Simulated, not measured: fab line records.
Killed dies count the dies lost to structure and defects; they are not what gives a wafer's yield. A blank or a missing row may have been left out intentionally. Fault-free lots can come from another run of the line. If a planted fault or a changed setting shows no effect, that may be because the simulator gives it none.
Comparing a struck lot with a sound one    flow n5-finfet    22 steps out of a route of 1938
Sound: the wafers L658.2, L658.3, L658.4. Wafers L659.2, L659.3, L659.6 were the ones struck. Last of all comes the cause.
For every step that has rows: the tool of each side, followed by ch and its chambers, followed by its first start. Under that, the readings that differ: sound wafers    struck wafers    difference of the means    sigmas: that difference in standard deviations of wafers without a fault.
alike: same words and numbers on both sides, and readings whose means sit less than 2 such deviations apart. not compared: any withheld reading, any reading some wafer has no value for, any bound like >300 that may hide the same value, and any number with overlapping values for which the record gives no deviation.
Wherever a step has rows on one side only, a row that says differs or no value, or a row with sigmas, the two part there. When numbers do not overlap yet have no deviation, they are printed without sigmas and do not part them. A reading that every wafer of one side lacks parts them only if that side has two wafers or more.

first, 7 steps without rows for these wafers: N5_BEOL_M2_COAT_73 (time 60 s, resist thk 5 nm); N5_BEOL_M2_COAT_05 (resist thk 30 nm); N5_BEOL_M2_EBR_07; N5_BEOL_M2_SOFTBAKE_06 (time 60 s); N5_BEOL_M2_EXPOSE_08 (exposes mask M2); N5_BEOL_M2_PEB_09 (peb time 60 s); N5_BEOL_M2_DEVELOP_10 (develop time 30 s).
N5_BEOL_M2_CD_MEAS_11: target cd 16.79 nm.
  sound on cd-sem-02 ch 0, day 7 17:15; struck on cd-sem-02 ch 0, day 7 20:15
  alike: cd-nm
N5_BEOL_M2_OVL_MEAS_12:
  sound on overlay-01 ch 0, day 7 17:17; struck on overlay-02 ch 0, day 7 20:17
  alike: M2_OVL
N5_BEOL_M2_INSPECT_13: inspects for defects (brightfield).
  sound on defect-inspect-02 at day 7 17:20; struck on defect-inspect-01 at day 7 20:20
  alike: raw-defect-count
N5_BEOL_M2_DESCUM_16: chemistry O2, time 7 s.
  sound on rie-diel-01 ch 0,1, day 7 17:22; struck on rie-diel-04 ch 1,2,3, day 7 20:22
  alike: drypump-motor-current-A, oes-product-au, rf-vpp-V, showerhead-plenum-p-Torr, throttle-valve-pct
  not compared: rf-hours-counter-h
N5_BEOL_M2_ETCH_74: etches underlayer in N2/H2, target depth 6.5 nm, time 5.2 s.
  sound on rie-diel-01 ch 0,1, day 7 17:25; struck on rie-diel-04 ch 1,2,3, day 7 20:25
  alike: bias-w, chamber-pressure-mTorr, drypump-motor-current-A, etch-rf-on-time-s, oes-product-au, rf-vpp-V, showerhead-plenum-p-Torr, throttle-valve-pct
  not compared: rf-hours-counter-h
N5_BEOL_M2_ETCH_63: etches SiARC in CF4, target depth 15.6 nm, time 26 s.
  sound on rie-diel-01 ch 0,1, day 7 17:25; struck on rie-diel-04 ch 1,2,3, day 7 20:25
  no value came back on the struck wafers for any of 8 readings (bias-w (W), cf4-flow-sccm (sccm) and others); on the sound wafers bias-w (W) reads 36.07 36.11 36.06
  not compared: rf-hours-counter-h
N5_BEOL_M2_ETCH_64: etches SOC in N2/H2, target depth 75 nm, overetch 22.5 nm, time 121.9 s.
  sound on rie-diel-01 ch 0,1, day 7 17:27; struck on rie-diel-04 ch 1,2,3, day 7 20:27
reading                         sound              struck             difference  sigmas
chamber-pressure-mTorr (mTorr)  29.98 29.83 30.03  30.03 30.02 29.99  +0.07       +2
oes-product-au (a.u.)           0.56 0.70 0.56     0.28 0.36 0.27     -0.30       -5
  alike: bias-w, drypump-motor-current-A, rf-vpp-V, showerhead-plenum-p-Torr, throttle-valve-pct
  not compared: rf-hours-counter-h
then, 2 steps without rows for these wafers: N5_BEOL_M2_STRIP_65 (strips in N2/H2); N5_BEOL_M2_STRIP_75 (strips in N2/H2).
N5_BEOL_M2_STRIP_66: strips in CF4.
  sound on rie-diel-01 ch 0,1, day 7 17:35; struck on rie-diel-04 ch 1,2,3, day 7 20:35
  alike: drypump-motor-current-A, oes-product-au, power-w, rf-vpp-V, showerhead-plenum-p-Torr, throttle-valve-pct
  not compared: rf-hours-counter-h
N5_BEOL_M2_HM_OPEN_17: chemistry Cl2/BCl3, target TiN, target depth 20 nm, overetch 6 nm.
  sound on rie-metal-03 ch 0,1, day 7 17:38; struck on rie-metal-01 ch 0,1, day 7 20:38
reading                 sound              struck             difference  sigmas
oes-product-au (a.u.)   0.78 0.79 0.70     0.29 0.30 0.29     -0.46       -8
throttle-valve-pct (%)  21.86 21.84 21.97  22.75 22.62 22.77  +0.82       +5
  alike: drypump-motor-current-A, mfc-cl2-sccm
  not compared: rf-hours-counter-h
N5_BEOL_M2_STRIP_19: strips in O2.
  sound on rie-diel-01 ch 0,1, day 7 17:44; struck on rie-diel-04 ch 0,1,3, day 7 20:44
  alike: drypump-motor-current-A, oes-product-au, rf-vpp-V, showerhead-plenum-p-Torr, throttle-valve-pct
  not compared: rf-hours-counter-h
N5_BEOL_M2_CD_MEAS_18: pitch 36 nm, target cd 18 nm.
  sound on cd-sem-02 at day 7 17:49; struck on cd-sem-03 at day 7 20:49
reading     sound           struck  difference                     sigmas
cd-nm (nm)  18.1 18.0 17.6  - - -   no value on the struck wafers  
then, 1 step without rows for these wafers: N5_BEOL_M2_COAT_67 (time 60 s, resist thk 60 nm).
N5_BEOL_M4_RC_MEAS_101:
  the record has rows for the sound wafers here (prober-02 ch 0, day 10 10:49) and none for the struck ones

== WHERE THEY PART ==
At N5_BEOL_M2_ETCH_63 first; at N5_BEOL_M4_RC_MEAS_101 last (within this record only).

WHY: the cause the simulator had injected
Whole step skipped at N5_BEOL_M2_ETCH_63 on rie-diel-04, starting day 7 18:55. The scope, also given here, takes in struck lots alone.
